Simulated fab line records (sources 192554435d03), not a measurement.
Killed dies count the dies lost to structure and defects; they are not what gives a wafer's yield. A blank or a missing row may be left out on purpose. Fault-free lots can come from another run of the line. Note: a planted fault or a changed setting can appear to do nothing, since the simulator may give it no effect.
Split-lot study + flow n5 finfet + on a route of 1938 steps: 7 lots, 21 wafers read

## THE SPLIT ITSELF
At N5_BEOL_M2_COAT_61 (time 60 s, resist thk 60 nm), the setting spin rpm was moved away from the recipe's 1500 rpm on 7 of the 21 wafers read, by -9.4% to +4.7%. The other wafers ran this setting at the recipe's value.

## FROM THE SPLIT TO THE READING: what the file shows between them, 8 steps
- N5_BEOL_M2_COAT_62: time 60 s, resist thk 12 nm
- N5_BEOL_M2_COAT_73: time 60 s, resist thk 5 nm
- N5_BEOL_M2_ETCH_74: etches underlayer in N2/H2, target depth 6.5 nm, time 5.2 s
- N5_BEOL_M2_ETCH_63: etches SiARC in CF4, target depth 15.6 nm, time 26 s
- N5_BEOL_M2_ETCH_64: etches SOC in N2/H2, target depth 75 nm, overetch 22.5 nm, time 121.9 s
- N5_BEOL_M2_STRIP_65: strips in N2/H2
- N5_BEOL_M2_STRIP_75: strips in N2/H2
- N5_BEOL_M2_STRIP_66: strips in CF4

## THE READING
SOC_of_BEOL_M2_COAT_61.thk nm (the simulator's own value, which no gauge read), in nm, at N5_BEOL_M2_HM_OPEN_17 (chemistry Cl2/BCl3, target TiN, target depth 20 nm, overetch 6 nm). The file gives no usual value for it. Average 52.0 nm, standard deviation 0.17 nm, over the 14 wafers here run with the recipe.

| wafer  | tool, chamber at the split | spin rpm as run, rpm | against the recipe | SOC_of_BEOL_M2_COAT_61.thk nm, nm | against lot-mates on the recipe |
|--------|----------------------------|----------------------|--------------------|-----------------------------------|---------------------------------|
| L075.2 | litho track-01, 0          | 1500                 | recipe             | 52.2                              | -                               |
| L075.5 | litho track-01, 0          | 1500                 | recipe             | 52.2                              | -                               |
| L075.4 | litho track-01, 0          | 1500                 | recipe             | 52                                | -                               |
| L078.1 | litho track-01, 0          | 1500                 | recipe             | 52.4                              | -                               |
| L078.3 | litho track-01, 0          | 1545                 | +3.0%              | 51.6                              | -0.8                            |
| L078.5 | litho track-01, 0          | 1545                 | +3.0%              | 51.4                              | -1.0                            |
| L081.2 | litho track-05, 0          | 1500                 | recipe             | 52                                | -                               |
| L081.5 | litho track-05, 0          | 1500                 | recipe             | 52                                | -                               |
| L081.6 | litho track-05, 0          | 1500                 | recipe             | 52                                | -                               |
| L077.4 | litho track-01, 0          | 1432                 | -4.5%              | 53.2                              | +1.4                            |
| L077.6 | litho track-01, 0          | 1432                 | -4.5%              | 53.2                              | +1.4                            |
| L077.5 | litho track-01, 0          | 1500                 | recipe             | 51.8                              | -                               |
| L082.1 | litho track-02, 0          | 1570                 | +4.7%              | 50                                | -1.8                            |
| L082.4 | litho track-02, 0          | 1570                 | +4.7%              | 50.2                              | -1.6                            |
| L082.5 | litho track-02, 0          | 1500                 | recipe             | 51.8                              | -                               |
| L084.2 | litho track-01, 0          | 1500                 | recipe             | 52                                | -                               |
| L084.3 | litho track-01, 0          | 1500                 | recipe             | 52.2                              | -                               |
| L084.6 | litho track-01, 0          | 1500                 | recipe             | 52.2                              | -                               |
| L086.1 | litho track-01, 0          | 1359                 | -9.4%              | 54.8                              | +2.9                            |
| L086.2 | litho track-01, 0          | 1500                 | recipe             | 52                                | -                               |
| L086.3 | litho track-01, 0          | 1500                 | recipe             | 51.8                              | -                               |

THE FIT
A straight line over all 21 wafers: SOC_of_BEOL_M2_COAT_61.thk nm changes by -0.303 nm for each +1% of spin rpm; r = -0.96; the points scatter about the line by 0.27 nm.
The same after taking each lot's own level away (the mean of its wafers on the recipe; 21 wafers): -0.321 nm for each +1%; r = -0.99; scatter 0.11 nm.
According to that fit, moving spin rpm by its largest amount changes the reading by 3 nm.
From 51.80 to 52.40 nm: that is the span of the lots' own levels, equal to 3.5 times the standard deviation above.
Hence the lot-to-lot level has little effect on the slope; both slopes agree.
Check: with one of the wafers moved furthest among these (-9.4%) left out of the fit, the line predicts +3.08 nm for it against its lot-mates. It came out at +2.9 nm against them.

## OTHER SPLITS APPLIED TO THESE WAFERS
These wafers also went through other splits before the reading. Each is held against what the fit with the lots' levels taken away leaves over:
| other split on the same wafers    | wafers away from the commonest value | r with SOC_of_BEOL_M2_COAT_61.thk nm (lot level and that fit taken away) |
|-----------------------------------|--------------------------------------|--------------------------------------------------------------------------|
| N5_BEOL_M0_SAQP_EXPOSE_37 dose mj | 10                                   | -0.22                                                                    |
| N5_BEOL_M1_ILD_DEP_00 time s      | 6                                    | -0.56                                                                    |
| N5_BEOL_M1_PECVD_72 temp c        | 5                                    | +0.16                                                                    |
| N5_BEOL_M1_TRENCH_ETCH_37 time s  | 8                                    | -0.20                                                                    |
| N5_BEOL_M2_ILD_DEP_00 time s      | 7                                    | +0.40                                                                    |

## THE WHOLE CHAIN: every reading that the file lists as answering this split, in the file's order
| step                  | what it does                                                            | reading                                                                        | change (the file's fit)               | r (the file's) |
|-----------------------|-------------------------------------------------------------------------|--------------------------------------------------------------------------------|---------------------------------------|----------------|
| N5_BEOL_M2_COAT_61    | time 60 s, resist thk 60 nm                                             | SOC_of_BEOL_M2_COAT_61.thk nm (the simulator's own value, which no gauge read) | -0.31 nm for each +1% of the setting  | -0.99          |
| N5_BEOL_M2_ETCH_64    | etches SOC in N2/H2, target depth 75 nm, overetch 22.5 nm, time 121.9 s | etch.depth nm (the simulator's own value, which no gauge read)                 | -0.311 nm for each +1% of the setting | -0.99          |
| N5_BEOL_M2_HM_OPEN_17 | chemistry Cl2/BCl3, target TiN, target depth 20 nm, overetch 6 nm       | SOC_of_BEOL_M2_COAT_61.thk nm (the simulator's own value, which no gauge read) | -0.317 nm for each +1% of the setting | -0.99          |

## THE FILE'S OWN FIT
SOC_of_BEOL_M2_COAT_61.thk nm changes by -0.317 nm for each +1% of spin rpm, r = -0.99.
